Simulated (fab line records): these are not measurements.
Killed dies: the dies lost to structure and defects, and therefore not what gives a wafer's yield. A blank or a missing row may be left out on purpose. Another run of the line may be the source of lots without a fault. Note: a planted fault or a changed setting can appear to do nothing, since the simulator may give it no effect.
Comparing a struck lot with a sound one ; flow n5Finfet ; 39 out of 1938 route steps
Sound: the wafers L488.3, L488.5, L488.6. Struck: wafer L494.2; the same lot's L494.3 was not struck, so it is left out; see the end for the cause.
Order at every step that has rows: each side's tool, ch and its chambers, its first start. Under that, the readings that differ: sound wafers ; struck wafers ; difference of the means ; sigmas: that difference in standard deviations of wafers without a fault.
alike: a reading whose means differ by less than 2 such deviations, as well as words and numbers matching on both sides. not compared: withheld readings; readings where some wafer has no value; bounds like >300 that might hide an equal value; numbers whose values overlap and for which the record gives no deviation.
A row with sigmas, a row that says differs or no value, or rows on one side alone: a step with any of these is where the two part. When numbers do not overlap yet have no deviation, they are printed without sigmas and do not part them. A reading that every wafer of one side lacks parts them only if that side has two wafers or more.

first, 9 steps without rows for these wafers: N5_BEOL_M12_SOFTBAKE_23 (time 60 s); N5_BEOL_M12_EXPOSE_25 (exposes mask M12); N5_BEOL_M12_PEB_26 (peb time 90 s); N5_BEOL_M12_DEVELOP_27 (develop time 45 s); N5_BEOL_M12_HARDBAKE_32 (time 120 s); N5_BEOL_M12_DESCUM_33 (chemistry O2, time 7.9 s); N5_BEOL_M12_ETCH_67 (etches SiARC in CF4, target depth 143 nm, time 238.3 s); N5_BEOL_M12_ETCH_68 (etches SOC in N2/H2, time 285 s); N5_BEOL_M12_STRIP_69 (strips in N2/H2).
N5_BEOL_M12_TRENCH_ETCH_34: etches SiOC in C4F8/O2/Ar, target depth 318.95 nm, time 125.5 s.
  sound on rieDiel-04 ch 0,1, day 12 00:56; struck on rieDiel-04 ch 1, day 13 04:26
reading;sound;struck;difference;sigmas
model.etch.depthNm (nm);319.1 319 321.9;257;-63;
  alike: drypumpMotorCurrentA, oesProductAu, rfVppV, showerheadPlenumPTorr, throttleValvePct
  not compared: rfFwdPowerW, rfHoursCounterH
then, 1 step without rows for these wafers: N5_BEOL_M12_STRIP_70 (strips in C4F8/O2/Ar).
N5_BEOL_M12_OCD_MEAS_35:
  sound: ocd-01 at day 12 01:05; struck: ocd-02 at day 13 04:35
reading;sound;struck;difference;sigmas
trenchDepthNm (nm);319 319 322;257;-63;-11
then, 11 steps without rows for these wafers: N5_BEOL_M12_STRIP_37 (strips in N2/H2); N5_BEOL_M12_ETCH_38 (etches SiCN in CF4/N2, target depth 68.7 nm, time 73.4 s); N5_BEOL_M12_PRECLEAN_39 (cleans in residue remover, time 60 s); N5_BEOL_M12_SRD_40 (time 30 s, dry time 30 s); N5_BEOL_M12_DEGAS_41 (time 60 s); N5_BEOL_M12_PRE_CLEAN_42 (time 30 s); N5_BEOL_M12_SPUTTER_43 (material TaN, target thk 15 nm, time 24.19 s); N5_BEOL_M12_SPUTTER_44 (material Ta, target thk 10 nm, time 16.13 s); N5_BEOL_M12_SPUTTER_45 (material Cu, target thk 80 nm, time 13.33 s); N5_BEOL_M12_ECD_47 (material Cu, target thk 720 nm); N5_BEOL_M12_ANNEAL_48 (time 90 s).
N5_BEOL_M12_CMP_49: polishes, stops on SiOC, t overpolish 20.6 s, target thk 320 nm.
  sound on cmp-03 ch 1,2, day 12 02:59; struck on cmp-03 ch 2, day 13 06:48
reading;sound;struck;difference;sigmas
model.Cu_of_BEOL_M12_ECD_47.thkNm (nm);319.2 318.2 321;257.6;-61.9;
  alike: barrierFieldEndpointS, edgeZonePressureFrac, motorCurrentA, overpolishRunS
N5_BEOL_M12_THK_MEAS_50: measures by xrf.
  sound: filmMetro-02 at day 12 03:16; struck: filmMetro-01 at day 13 07:04
reading;sound;struck;difference;sigmas
M12_THK (nm);321 320 323;260;-61;-10
then, 2 steps without rows for these wafers: N5_BEOL_M12_PRE_CLEAN_52 (time 15 s); N5_BEOL_M12_DEP_53 (deposits SiCN from 3MS/NH3, target thk 30 nm, time 10.5 s).
N5_BEOL_M12_RS_MEAS_54: measures by four-point-probe.
  sound: filmMetro-02 at day 12 03:24; struck: filmMetro-01 at day 13 07:11
reading;sound;struck;difference;sigmas
M12_RS (ohm/sq);0.0599 0.0604 0.0598;0.0753;+0.0153;+14
then, 9 steps without rows for these wafers: N5_BEOL_M13_ILD_DEP_00 (deposits SiOC from DEMS/O2, target thk 837.92 nm, time 166.4 s); N5_BEOL_M13_COAT_58 (time 60 s, resist thk 89 nm); N5_BEOL_M13_COAT_04 (resist thk 400 nm); N5_BEOL_M13_EBR_06; N5_BEOL_M13_SOFTBAKE_05 (time 60 s); N5_BEOL_M13_EXPOSE_07 (exposes mask V12); N5_BEOL_M13_PEB_08 (peb time 90 s); N5_BEOL_M13_DEVELOP_09 (develop time 45 s); N5_BEOL_M13_HARDBAKE_14 (time 120 s).
N5_BEOL_M15_RC_MEAS_101:
  sound on prober-01 ch 0, day 13 03:40; struck on prober-01 ch 0, day 14 04:34
reading;sound;struck;difference;sigmas
SERP_M11 (ohm/um);2.96 2.86 3.11;3.19;+0.21;+2
SERP_M12 (ohm/um);0.651 0.638 0.651;0.785;+0.138;+7
SERP_M12_max_site (ohm/um);0.661 0.653 0.660;0.804;+0.146;+6
SERP_M13 (ohm/um);0.312 0.307 0.303;0.327;+0.020;+3
  alike: COMB_M10, COMB_M11, COMB_M13, COMB_M13_max_site, COMB_M14, COMB_M15, COMB_M5, COMB_M6, COMB_M7, COMB_M8, COMB_M9, SERP_M10, SERP_M14, SERP_M5, SERP_M6, SERP_M6_max_site, SERP_M7, SERP_M8, SERP_M9
after that, 1 step had no rows for these wafers: N5_PASSIVATION_PROBE_49.

WHERE THEY PART
Last at N5_BEOL_M15_RC_MEAS_101 as far as this record goes, first at N5_BEOL_M12_OCD_MEAS_35.

WHY: the cause the simulator had injected
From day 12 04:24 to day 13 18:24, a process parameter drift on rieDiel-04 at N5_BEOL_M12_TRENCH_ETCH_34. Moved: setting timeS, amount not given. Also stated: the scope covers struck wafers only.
